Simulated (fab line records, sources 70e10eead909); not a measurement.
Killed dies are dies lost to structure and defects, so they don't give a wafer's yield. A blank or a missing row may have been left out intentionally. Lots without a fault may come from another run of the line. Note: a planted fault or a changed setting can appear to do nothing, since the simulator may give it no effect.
A lot that was struck, set against a sound lot -- flow nandHarc -- 14 out of 1159 route steps
Sound: these wafers, L589.1, L589.3, L589.4. Wafers L601.1, L601.4, L601.6 were the ones struck. Last of all comes the cause.
At each step with rows: each side's tool, then ch and its chambers, then its first start. Under that, the readings that differ: sound wafers -- struck wafers -- difference of the means -- sigmas: that difference in standard deviations of wafers without a fault.
alike: a reading whose means differ by less than 2 such deviations, as well as words and numbers matching on both sides. not compared: withheld readings; readings where some wafer has no value; bounds like >300 that might hide an equal value; numbers whose values overlap and for which the record gives no deviation.
A row with sigmas, a row that says differs or no value, or rows on one side alone: a step with any of these is where the two part. Numbers that have no deviation but don't overlap get no sigmas and don't part them. A reading missing from all wafers of one side parts the sides only when that side holds two or more wafers.

NHARC_A_M1_INSPECT_27:
  struck on defectInspect-01, day 20 19:57; sound on defectInspect-01, day 18 11:26
  alike: rawDefectCount
NHARC_A_M1_PRE_CLEAN_32: time 12 s.
  sound on pecvd-02 ch 0,1,2, day 18 11:31; struck on pecvd-04 ch 0,2, day 20 20:23
  alike: heaterPowerW
NHARC_A_M1_DEP_33: deposits SiCN, target thk 30 nm.
  sound on pecvd-02 ch 0,1,2, day 18 11:35; struck on pecvd-04 ch 0,2, day 20 20:29
  alike: heaterPowerW
NHARC_A_BONDPAD_DEP_00: deposits SiCN, target thk 250 nm.
  sound on pecvd-03 ch 1,2, day 18 12:11; struck on pecvd-02 ch 0,1, day 20 21:05
  alike: heaterPowerW
NHARC_A_BONDPAD_CMP_29: polishes SiCN, target thk 200 nm.
  sound on cmp-04 ch 1,2,3, day 18 12:35; struck on cmp-04 ch 0,1,2, day 20 21:27
  alike: motorCurrentA, slurryFlowMlMin
NHARC_A_BONDPAD_THK_MEAS_30: measures by ellipsometry.
  struck on filmMetro-01, day 20 21:39; sound on filmMetro-02, day 18 12:48
  alike: thkNm
then, 5 steps without rows for these wafers: NHARC_A_BONDPAD_SRD_31; NHARC_A_BONDPAD_DEHYDRATE_01 (time 120 s); NHARC_A_BONDPAD_HMDS_02 (time 30 s); NHARC_A_BONDPAD_COAT_33 (time 65 s); NHARC_A_BONDPAD_COAT_03 (resist thk 600 nm).
NHARC_A_BONDPAD_SOFTBAKE_04: time 70 s.
  sound on lithoTrack-07 ch 0, day 18 12:00; struck on lithoTrack-07 ch 0, day 20 21:00
reading,sound,struck,difference,sigmas
heaterPowerTotalW (W),202.3 198.9 199.6,334.8 331.3 333.4,+132.9,+99 or more
plateTempC (C),125.19 125.26 124.89,- - -,no value on the struck wafers,
then, 2 steps without rows for these wafers: NHARC_A_BONDPAD_EBR_05; NHARC_END_SORT_01.

== WHERE THEY PART ==
Within this record, at NHARC_A_BONDPAD_SOFTBAKE_04 only.

WHY: the cause the simulator had injected
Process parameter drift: lithoTrack-07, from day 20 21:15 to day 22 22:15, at NHARC_A_BONDPAD_SOFTBAKE_04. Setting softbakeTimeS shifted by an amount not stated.
